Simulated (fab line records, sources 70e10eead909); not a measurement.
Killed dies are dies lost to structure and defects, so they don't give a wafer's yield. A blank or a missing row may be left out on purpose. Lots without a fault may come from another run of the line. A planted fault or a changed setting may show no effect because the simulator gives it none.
fab line records | flow nand_harc
record lots=24 wafers=72 last_day=33
route steps=1302 shown P_STI@109 P_CONTACT@219 P_M1@295 P_M2@330
lots that met no fault: from a run of the same line without faults
start_h: hours from the record's first day to the start of the lot's first wafer shown | wait_h: hours since the lot's step before | " the same as in the row above | L1.1+2: a row that stands for several wafers | - no value, or no start given | * or withheld: withheld | < > ~ a bound
route shown NAME@n: a module of which the file shows steps, and the number in the route of the first | usual: mean/standard deviation of fault-free wafers | same: alike in all rows | chamber/n: place in a boat | sites: the reading at each site | _std_site: their standard deviation | _edge_site: outer sites' mean less inner sites' | radius_mm: how far each site lies from the wafer's centre | mask NAME#n: copy n | behind: the tool/chamber that last shaped the wafer | hold: why the lot was held/for how many hours/how that ended | device: the transistor (n, p or np) that didn't switch | end of line: the same wafers' tests at the end of the route | a step without rows: its recipe alone | killed: dies lost to structure and defects at the first sort, not the wafer's yield | map: a wafer's dies, x killed, . not, _ none there
set.NAME: the setting as run; set.NAME@STEP: as run at that earlier step | model.NAME: the simulator's own value behind a step, which no gauge read
steps of the route over a sample of lots; a table a step, a row a wafer
services: from which hour (start_h, from the record's first day; less than 0 if before it) a tool's chamber was out of use, for how many hours, and why
## steps
# step NHARC_P_STI_INSPECT_25
# usual raw_defect_count=235/96
# columns lot.wafer tool chamber start_h wait_h raw_defect_count
L074.1 defect_inspect-01 - 72.87 0.4 370
L074.5 " - " " 263
L074.6 " - " " 262
L075.3 defect_inspect-01 - 83.35 0.4 192
L075.4 " - " " 129
L075.6 " - " " 127
L076.1 defect_inspect-02 - 89.34 0.4 184
L076.3 " - " " 122
L076.6 " - " " 159
L077.3 defect_inspect-02 - 104.78 0.4 217
L077.4 " - " " 457
L077.6 " - " " 192
L078.1 defect_inspect-01 - 109.69 0.4 319
L078.2 " - " " 335
L078.6 " - " " 214
L079.2 defect_inspect-01 - 119.90 0.4 201
L079.3 " - " " 242
L079.6 " - " " 205
L080.1 defect_inspect-01 - 129.11 0.4 158
L080.2 " - " " 222
L080.4 " - " " 177
L081.3 defect_inspect-01 - 139.07 0.4 195
L081.5 " - " " 259
L081.6 " - " " 203
L082.3 defect_inspect-01 - 150.31 0.4 227
L082.5 " - " " 287
L082.6 " - " " 207
L083.2 defect_inspect-02 - 163.35 0.4 286
L083.3 " - " " 296
L083.4 " - " " 221
L084.3 defect_inspect-01 - 171.33 0.4 759
L084.5 " - " " 526
L084.6 " - " " 428
L085.1 defect_inspect-01 - 185.23 0.4 127
L085.2 " - " " 248
L085.6 " - " " 255
L086.4 defect_inspect-02 - 191.76 0.4 240
L086.5 " - " " 196
L086.6 " - " " 229
L087.1 defect_inspect-01 - 200.61 0.4 198
L087.4 " - " " 259
L087.6 " - " " 311
L088.1 defect_inspect-02 - 216.95 0.4 213
L088.2 " - " " 159
L088.3 " - " " 230
L089.3 defect_inspect-02 - 224.67 0.4 170
L089.5 " - " " 332
L089.6 " - " " 211
L090.3 defect_inspect-01 - 231.34 0.4 244
L090.4 " - " " 184
L090.6 " - " " 137
L091.1 defect_inspect-01 - 243.81 0.4 167
L091.3 " - " " 179
L091.5 " - " " 124
L092.3 defect_inspect-02 - 253.72 0.4 311
L092.4 " - " " 258
L092.6 " - " " 238
L093.3 defect_inspect-01 - 268.90 0.4 217
L093.4 " - " " 425
L093.5 " - " " 178
L094.1 defect_inspect-01 - 277.13 0.4 174
L094.2 " - " " 243
L094.5 " - " " 136
L095.4 defect_inspect-01 - 284.81 0.4 153
L095.5 " - " " 207
L095.6 " - " " 98
L096.2 defect_inspect-02 - 290.37 0.4 316
L096.3 " - " " 275
L096.5 " - " " 224
L097.3 defect_inspect-02 - 302.69 0.4 128
L097.4 " - " " 183
L097.5 " - " " 180
# step NHARC_P_CONTACT_CMP_01
# recipe target_thk_nm=200 material=SiO2
# usual motor_current_A=11.8/1.1
# columns lot.wafer tool chamber start_h wait_h motor_current_A
L074.1 cmp-01 3 115.05 - 13.1
L074.5 " 3 " " 13.0
L074.6 " 0 " " 11.0
L075.4 cmp-02 2 128.17 - 12.3
L075.3 " 3 " " 12.0
L075.6 " 3 " " 11.8
L076.3 cmp-02 0 131.41 - 13.0
L076.1 " 1 " " 9.6
L076.6 " 1 " " 9.7
L077.3 cmp-02 1 149.66 - 10.0
L077.4 " 2 " " 12.7
L077.6 " 1 " " 10.3
L078.1 cmp-04 2 153.77 - 11.0
L078.2 " 3 " " 11.8
L078.6 " 2 " " 11.0
L079.3 cmp-01 1 164.39 - 11.1
L079.2 " 0 " " 11.5
L079.6 " 1 " " 10.8
L080.2 cmp-01 3 176.44 - 13.7
L080.4 " 0 " " 10.8
L080.1 " 2 " " 12.1
L081.3 cmp-01 1 183.11 - 10.8
L081.5 " 2 " " 12.5
L081.6 " 3 " " 13.5
L082.3 cmp-01 3 201.03 - 12.4
L082.5 " 3 " " 13.4
L082.6 " 0 " " 10.6
L083.2 cmp-01 3 206.69 - 13.1
L083.4 " 0 " " 11.1
L083.3 " 1 " " 10.9
L084.3 cmp-01 3 214.36 - 13.6
L084.5 " 0 " " 10.8
L084.6 " 1 " " 10.8
L085.1 cmp-02 2 227.31 - 12.5
L085.2 " 3 " " 11.5
L085.6 " 1 " " 9.8
L086.4 cmp-01 1 237.90 - 10.6
L086.5 " 3 " " 13.9
L086.6 " 0 " " 10.7
L087.4 cmp-02 0 246.81 - 12.2
L087.1 " 1 " " 10.1
L087.6 " 1 " " 9.6
L088.2 cmp-02 2 267.54 - 12.2
L088.3 " 3 " " 11.9
L088.1 " 0 " " 12.8
L089.3 cmp-02 2 270.40 - 12.6
L089.6 " 2 " " 12.1
L089.5 " 3 " " 11.4
L090.4 cmp-01 0 277.75 - 10.5
L090.3 " 1 " " 10.7
L090.6 " 3 " " 13.9
L091.3 cmp-04 2 286.33 - 12.3
L091.1 " 3 " " 11.4
L091.5 " 0 " " 11.6
L092.3 cmp-01 3 298.44 - 14.1
L092.4 " 1 " " 11.3
L092.6 " 2 " " 12.1
L093.3 cmp-02 2 312.14 - 12.7
L093.4 " 0 " " 12.7
L093.5 " 3 " " 11.9
L094.2 cmp-01 0 322.64 - 11.5
L094.1 " 3 " " 13.5
L094.5 " 0 " " 11.3
L095.4 cmp-02 2 345.50 - 12.2
L095.5 " 3 " " 12.4
L095.6 " 0 " " 12.9
L096.2 cmp-04 0 354.82 0.5 11.3
L096.3 " 1 " " 12.5
L096.5 " 0 " " 11.5
L097.4 cmp-01 1 356.11 0.4 10.1
L097.3 " 3 " " 13.1
L097.5 " 0 " " 10.8
# step NHARC_P_M1_CD_MEAS_09
# recipe target_cd_nm=130 landing_energy_ev=500
# usual cd_nm=130.1/0.66
# columns lot.wafer tool chamber start_h wait_h cd_nm
L074.1 cd_sem-03 0 123.98 - 130.4
L074.5 " 0 " " 130.3
L074.6 " 0 " " 129.9
L075.3 cd_sem-02 0 137.53 - 131.0
L075.4 " 0 " " 130.3
L075.6 " 0 " " 129.7
L076.1 cd_sem-03 0 140.35 - 130.8
L076.3 " 0 " " 130.5
L076.6 " 0 " " 130.5
L077.3 cd_sem-03 0 158.89 - 130.0
L077.4 " 0 " " 130.6
L077.6 " 0 " " 129.4
L078.1 cd_sem-01 0 162.68 - 130.0
L078.2 " 0 " " 130.4
L078.6 " 0 " " 130.4
L079.2 cd_sem-02 0 173.31 - 128.7
L079.3 " 0 " " 129.5
L079.6 " 0 " " 129.8
L080.1 cd_sem-02 0 185.67 - 130.3
L080.2 " 0 " " 130.1
L080.4 " 0 " " 131.5
L081.3 cd_sem-03 0 192.04 - 130.3
L081.5 " 0 " " 129.7
L081.6 " 0 " " 130.1
L082.3 cd_sem-01 0 210.09 - 129.9
L082.5 " 0 " " 130.2
L082.6 " 0 " " 130.2
L083.2 cd_sem-01 0 215.59 - 129.7
L083.3 " 0 " " 130.5
L083.4 " 0 " " 131.3
L084.3 cd_sem-03 0 223.08 - 129.5
L084.5 " 0 " " 130.0
L084.6 " 0 " " 129.3
L085.1 cd_sem-03 0 236.20 - 130.7
L085.2 " 0 " " 130.6
L085.6 " 0 " " 130.9
L086.4 cd_sem-02 0 247.03 - 129.4
L086.5 " 0 " " 129.6
L086.6 " 0 " " 129.1
L087.1 cd_sem-03 0 256.17 - 128.8
L087.4 " 0 " " 130.1
L087.6 " 0 " " 129.5
L088.1 cd_sem-01 0 276.94 - 130.9
L088.2 " 0 " " 130.2
L088.3 " 0 " " 130.5
L089.3 cd_sem-03 0 279.83 - 130.9
L089.5 " 0 " " 131.3
L089.6 " 0 " " 129.9
L090.3 cd_sem-03 0 286.68 - 128.6
L090.4 " 0 " " 128.8
L090.6 " 0 " " 129.5
L091.1 cd_sem-02 0 295.14 - 130.4
L091.3 " 0 " " 130.6
L091.5 " 0 " " 129.7
L092.3 cd_sem-01 0 307.61 - 130.0
L092.4 " 0 " " 129.2
L092.6 " 0 " " 129.7
L093.3 cd_sem-01 0 321.25 - 130.9
L093.4 " 0 " " 130.8
L093.5 " 0 " " 131.1
L094.1 cd_sem-01 0 331.90 - 130.0
L094.2 " 0 " " 129.2
L094.5 " 0 " " 129.9
L095.4 cd_sem-02 0 355.07 - 130.5
L095.5 " 0 " " 129.3
L095.6 " 0 " " 131.0
L096.2 cd_sem-01 0 363.96 - 129.5
L096.3 " 0 " " 129.6
L096.5 " 0 " " 130.0
L097.3 cd_sem-03 0 365.29 - 131.1
L097.4 " 0 " " 131.1
L097.5 " 0 " " 131.2
# step NHARC_P_M1_CD_MEAS_16
# usual cd_nm=130.0/0.86
# columns lot.wafer tool chamber start_h wait_h cd_nm
L074.1 cd_sem-02 - 124.52 - 130.7
L074.5 " - " " 130.5
L074.6 " - " " 130.3
L075.3 cd_sem-01 - 138.01 - 130.8
L075.4 " - " " 130.9
L075.6 " - " " 129.6
L076.1 cd_sem-02 - 140.89 - 130.5
L076.3 " - " " 129.8
L076.6 " - " " 129.1
L077.3 cd_sem-03 - 159.38 - 129.2
L077.4 " - " " 129.9
L077.6 " - " " 129.5
L078.1 cd_sem-02 - 163.17 - 130.2
L078.2 " - " " 129.5
L078.6 " - " " 130.3
L079.2 cd_sem-01 - 173.92 - 129.4
L079.3 " - " " 129.2
L079.6 " - " " 130.1
L080.1 cd_sem-03 - 186.15 - 129.9
L080.2 " - " " 129.4
L080.4 " - " " 130.9
L081.3 cd_sem-01 - 192.54 - 129.2
L081.5 " - " " 129.2
L081.6 " - " " 129.4
L082.3 cd_sem-01 - 210.58 - 129.4
L082.5 " - " " 131.2
L082.6 " - " " 130.1
L083.2 cd_sem-02 - 216.08 - 129.3
L083.3 " - " " 131.3
L083.4 " - " " 131.8
L084.3 cd_sem-01 - 223.57 - 129.6
L084.5 " - " " 131.2
L084.6 " - " " 129.0
L085.1 cd_sem-01 - 236.69 - 131.0
L085.2 " - " " 131.0
L085.6 " - " " 131.2
L086.4 cd_sem-03 - 247.53 - 130.6
L086.5 " - " " 130.3
L086.6 " - " " 128.0
L087.1 cd_sem-03 - 256.66 - 128.6
L087.4 " - " " 129.7
L087.6 " - " " 128.6
L088.1 cd_sem-03 - 277.43 - 131.8
L088.2 " - " " 130.0
L088.3 " - " " 129.9
L089.3 cd_sem-03 - 280.31 - 130.0
L089.5 " - " " 130.9
L089.6 " - " " 129.9
L090.3 cd_sem-01 - 287.17 - 127.8
L090.4 " - " " 129.0
L090.6 " - " " 129.8
L091.1 cd_sem-02 - 295.63 - 130.3
L091.3 " - " " 129.6
L091.5 " - " " 130.0
L092.3 cd_sem-02 - 308.10 - 129.3
L092.4 " - " " 129.4
L092.6 " - " " 130.1
L093.3 cd_sem-02 - 321.79 - 131.7
L093.4 " - " " 130.2
L093.5 " - " " 130.5
L094.1 cd_sem-02 - 332.44 - 128.6
L094.2 " - " " 128.3
L094.5 " - " " 129.2
L095.4 cd_sem-02 - 355.56 - 130.8
L095.5 " - " " 129.5
L095.6 " - " " 131.2
L096.2 cd_sem-03 - 364.49 - 130.3
L096.3 " - " " 129.3
L096.5 " - " " 130.0
L097.3 cd_sem-03 - 365.78 - 131.1
L097.4 " - " " 130.8
L097.5 " - " " 131.5
# step NHARC_P_M1_PVD_20
# recipe target_thk_a=50 bias_v=168.6 power_w=15000 chamber_pressure_pa=0.12 time_s=8.06 substrate_temp_c=50 material=TaN
# usual throttle_valve_pct=29.6/0.78
# columns lot.wafer tool chamber start_h wait_h throttle_valve_pct
L074.1 pvd_sputter-01 - - - 28.4
L074.5 " - " " 29.9
L074.6 " - " " 29.2
L075.4 pvd_sputter-02 - - - 30.3
L075.3 " - " " 30.1
L075.6 " - " " 30.1
L076.1 pvd_sputter-01 - - - 29.1
L076.3 " - " " 28.5
L076.6 " - " " 30.2
L077.4 pvd_sputter-01 - - - 28.6
L077.3 " - " " 29.5
L077.6 " - " " 28.5
L078.2 pvd_sputter-01 - - - 29.3
L078.1 " - " " 29.5
L078.6 " - " " 29.5
L079.3 pvd_sputter-02 - - - 29.5
L079.2 " - " " 30.3
L079.6 " - " " 29.8
L080.4 pvd_sputter-03 - - - 30.8
L080.2 " - " " 29.3
L080.1 " - " " 30.6
L081.3 pvd_sputter-03 - 193.48 0.1 29.1
L081.6 " - " " 30.7
L081.5 " - " " 29.9
L082.3 pvd_sputter-02 - - - 27.6
L082.5 " - " " 27.7
L082.6 " - " " 30.6
L083.4 pvd_sputter-02 - - - 29.8
L083.3 " - " " 30.2
L083.2 " - " " 30.1
L084.3 pvd_sputter-01 - - - 29.4
L084.6 " - " " 30.1
L084.5 " - " " 29.1
L085.1 pvd_sputter-03 - - - 30.4
L085.2 " - " " 30.7
L085.6 " - " " 29.2
L086.4 pvd_sputter-03 - - - 30.9
L086.6 " - " " 29.9
L086.5 " - " " 29.4
L087.1 pvd_sputter-03 - - - 30.5
L087.4 " - " " 30.7
L087.6 " - " " 30.1
L088.2 pvd_sputter-02 - - - 30.4
L088.3 " - " " 30.1
L088.1 " - " " 29.9
L089.3 pvd_sputter-03 - - - 30.0
L089.6 " - " " 30.0
L089.5 " - " " 29.2
L090.4 pvd_sputter-01 - - - 29.4
L090.3 " - " " 30.3
L090.6 " - " " 29.2
L091.3 pvd_sputter-02 - - - 29.9
L091.1 " - " " 29.9
L091.5 " - " " 28.6
L092.4 pvd_sputter-02 - - - 28.6
L092.3 " - " " 30.0
L092.6 " - " " 29.8
L093.4 pvd_sputter-02 - - - 30.1
L093.3 " - " " 28.7
L093.5 " - " " 30.0
L094.1 pvd_sputter-02 - - - 29.7
L094.2 " - " " 29.6
L094.5 " - " " 28.7
L095.4 pvd_sputter-01 - - - 30.1
L095.6 " - " " 30.5
L095.5 " - " " 29.9
L096.2 pvd_sputter-01 - - - 29.0
L096.3 " - " " 29.1
L096.5 " - " " 30.0
L097.3 pvd_sputter-01 - - - 30.1
L097.4 " - " " 28.9
L097.5 " - " " 28.9
# step NHARC_P_M2_INSPECT_11
# usual raw_defect_count=4.7/2.9
# columns lot.wafer tool chamber start_h wait_h raw_defect_count
L074.1 defect_inspect-01 - 128.31 0.0 2
L074.5 " - " " 5
L074.6 " - " " 2
L075.3 defect_inspect-02 - 141.71 0.0 5
L075.4 " - " " 4
L075.6 " - " " 0
L076.1 defect_inspect-02 - 144.60 0.0 3
L076.3 " - " " 2
L076.6 " - " " 6
L077.3 defect_inspect-01 - 163.33 0.0 8
L077.4 " - " " 5
L077.6 " - " " 5
L078.1 defect_inspect-01 - 166.94 0.0 2
L078.2 " - " " 7
L078.6 " - " " 6
L079.2 defect_inspect-02 - 177.85 0.0 5
L079.3 " - " " 3
L079.6 " - " " 5
L080.1 defect_inspect-01 - 189.82 0.0 3
L080.2 " - " " 1
L080.4 " - " " 3
L081.3 defect_inspect-01 - 196.29 0.0 3
L081.5 " - " " 3
L081.6 " - " " 5
L082.3 defect_inspect-02 - 214.45 0.0 10
L082.5 " - " " 10
L082.6 " - " " 7
L083.2 defect_inspect-01 - 219.86 0.0 3
L083.3 " - " " 2
L083.4 " - " " 6
L084.3 defect_inspect-01 - 227.97 0.0 5
L084.5 " - " " 5
L084.6 " - " " 2
L085.1 defect_inspect-02 - 240.54 0.0 1
L085.2 " - " " 5
L085.6 " - " " 7
L086.4 defect_inspect-01 - 251.23 0.0 5
L086.5 " - " " 6
L086.6 " - " " 2
L087.1 defect_inspect-02 - 260.45 0.0 13
L087.4 " - " " 13
L087.6 " - " " 13
L088.1 defect_inspect-02 - 281.23 0.0 3
L088.2 " - " " 2
L088.3 " - " " 4
L089.3 defect_inspect-02 - 284.13 0.0 5
L089.5 " - " " 1
L089.6 " - " " 5
L090.3 defect_inspect-02 - 291.00 0.0 6
L090.4 " - " " 2
L090.6 " - " " 1
L091.1 defect_inspect-02 - 299.64 0.0 2
L091.3 " - " " 2
L091.5 " - " " 4
L092.3 defect_inspect-01 - 312.03 0.0 2
L092.4 " - " " 3
L092.6 " - " " 2
L093.3 defect_inspect-02 - 325.72 0.0 8
L093.4 " - " " 10
L093.5 " - " " 8
L094.1 defect_inspect-02 - 336.40 0.0 6
L094.2 " - " " 8
L094.5 " - " " 8
L095.4 defect_inspect-01 - 359.56 0.0 5
L095.5 " - " " 10
L095.6 " - " " 7
L096.2 defect_inspect-01 - 368.16 0.0 7
L096.3 " - " " 5
L096.5 " - " " 11
L097.3 defect_inspect-01 - 369.43 0.0 4
L097.4 " - " " 6
L097.5 " - " " 5
## services
# columns tool chamber start_h hours kind
cmp-01 - 99.11 2.2 repair
pvd_sputter-02 - 104.00 10.0 pm
cmp-04 - 111.60 4.0 pm
cmp-02 - 115.78 1.1 repair
cmp-01 - 116.03 1.0 repair
cmp-02 - 134.50 4.0 pm
pvd_sputter-03 - 152.15 6.9 repair
cmp-02 - 158.13 0.4 repair
pvd_sputter-02 - 160.38 1.7 repair
pvd_sputter-03 - 171.58 10.0 pm
pvd_sputter-01 - 175.32 3.9 repair
cmp-01 - 185.50 4.0 pm
pvd_sputter-01 - 208.35 10.5 repair
pvd_sputter-01 - 226.00 10.0 pm
cmp-02 - 232.50 4.0 pm
pvd_sputter-01 - 248.13 2.1 repair
cmp-01 - 259.23 0.2 repair
pvd_sputter-01 - 280.54 0.9 repair
pvd_sputter-02 - 282.00 10.0 pm
cmp-01 - 283.50 4.0 pm
cmp-02 - 330.50 4.0 pm
pvd_sputter-01 - 330.87 9.8 repair
cmp-01 - 337.22 3.2 repair
pvd_sputter-03 - 349.58 10.0 pm
## key
fault none
